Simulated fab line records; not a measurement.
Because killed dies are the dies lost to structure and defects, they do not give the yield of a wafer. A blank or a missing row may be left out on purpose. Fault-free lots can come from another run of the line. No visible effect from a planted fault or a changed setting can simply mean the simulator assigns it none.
Which tool did it? ; flow n5-finfet ; 9 lots with 27 wafers sampled at 5 steps, on a route of 1938 steps

WHAT THE GAUGES SHOWED, per wafer
N5_BEOL_M4_RC_MEAS_101.
lot;measured;on;DIBL_N (mV/V)
L292;day 8 20:47;prober-02;33.9 35.8 33.0
L296;day 10 01:47;prober-02;35.0 35.8 33.0
L297;day 10 01:41;prober-01;38.6 36.6 37.7
L299;day 10 11:44;prober-01;34.5 34.3 34.4
L300;day 10 18:38;prober-02;35.9 36.1 36.6
L309;day 12 11:17;prober-02;35.3 39.6 34.0
L310;day 13 21:14;prober-02;38.0 38.9 38.2
L311;day 14 02:49;prober-02;36.8 38.6 34.2
L312;day 13 23:46;prober-01;39.8 35.9 35.3

TOOL THAT RAN EACH LOT (tool first, then ch and the chambers of the sampled wafers, then the start)
lot;N5_FIN_SAQP_RECESS_75;N5_FIN_SAQP_HM_OPEN_33;N5_FIN_SAQP_STRIP_77;N5_FIN_SAQP_FIN_ETCH_36
L292;vapor-etch-01 ch 0,1, day 2 11:14;rie-diel-04 ch 1,3, day 2 14:14;rie-diel-04 ch 1,3, day 2 14:19;rie-si-06 ch 1,2,3, day 2 14:31
L296;vapor-etch-01 ch 0,1, day 3 10:29;rie-diel-02 ch 0,1,3, day 3 13:55;rie-diel-02 ch 0,1,3, day 3 14:00;rie-si-06 ch 0,1,2, day 3 14:11
L297;vapor-etch-02 ch 0,1, day 3 17:20;rie-diel-01 ch 0,1,3, day 3 20:31;rie-diel-01 ch 0,1,3, day 3 20:37;rie-si-06 ch 0,1,3, day 3 20:49
L299;vapor-etch-01 ch 0,1, day 4 05:17;rie-diel-04 ch 0,1, day 4 08:38;rie-diel-04 ch 0,1, day 4 08:43;rie-si-04 ch 0,1,3, day 4 08:55
L300;vapor-etch-01 ch 0, day 4 13:44;rie-diel-01 ch 0,3, day 4 17:19;rie-diel-01 ch 0,3, day 4 17:25;rie-si-05 ch 0,1,3, day 4 17:36
L309;vapor-etch-02 ch 0,1, day 6 16:47;rie-diel-01 ch 0,2, day 6 20:01;rie-diel-01 ch 0,2, day 6 20:06;rie-si-06 ch 2,3, day 6 20:17
L310;vapor-etch-01 ch 0,1, day 6 22:28;rie-diel-01 ch 1,3, day 7 01:45;rie-diel-01 ch 1,3, day 7 01:50;rie-si-05 ch 0,3, day 7 02:02
L311;vapor-etch-02 ch 0,1, day 7 05:32;rie-diel-02 ch 0,1, day 7 08:34;rie-diel-02 ch 0,1, day 7 08:39;rie-si-06 ch 1,3, day 7 08:51
L312;vapor-etch-02 ch 0, day 7 11:53;rie-diel-02 ch 1,2,3, day 7 15:20;rie-diel-02 ch 1,2,3, day 7 15:26;rie-si-04 ch 2,3, day 7 15:38
- N5_FIN_SAQP_RECESS_75: chemistry HF/NH3, target SiO2, target depth 14.4 nm, afs cycles 3, sublimation time 60 s.
- N5_FIN_SAQP_HM_OPEN_33: chemistry CH3F/O2, target SiNx, target depth 49.4 nm, time 70.6 s.
- N5_FIN_SAQP_STRIP_77: strips in N2/H2, time 90 s.
- N5_FIN_SAQP_FIN_ETCH_36: etches the open film in HBr/Cl2/O2, target depth 120 nm, time 50.4 s.

THE ANSWER, worked out from the rows above alone
Rule: the usual values come from the lots themselves. Put in order of their means at a reading, lots are off if they are a third of the lots or fewer, leave a main group of 4 or more, and stand apart from it by a gap of 3 or more times the standard deviation of the main group's means; of several such gaps the widest counts. Not used: any main group whose means are identical at the precision the tables above print for the reading. A lot without any number at a reading at which 4 lots or more have one is off too. Where the step has rows for the other lots, those lots are counted as sound.
No lot is off on any of the readings shown, so nothing can be concluded from this.

WHAT THE SIMULATOR HAD PUT IN
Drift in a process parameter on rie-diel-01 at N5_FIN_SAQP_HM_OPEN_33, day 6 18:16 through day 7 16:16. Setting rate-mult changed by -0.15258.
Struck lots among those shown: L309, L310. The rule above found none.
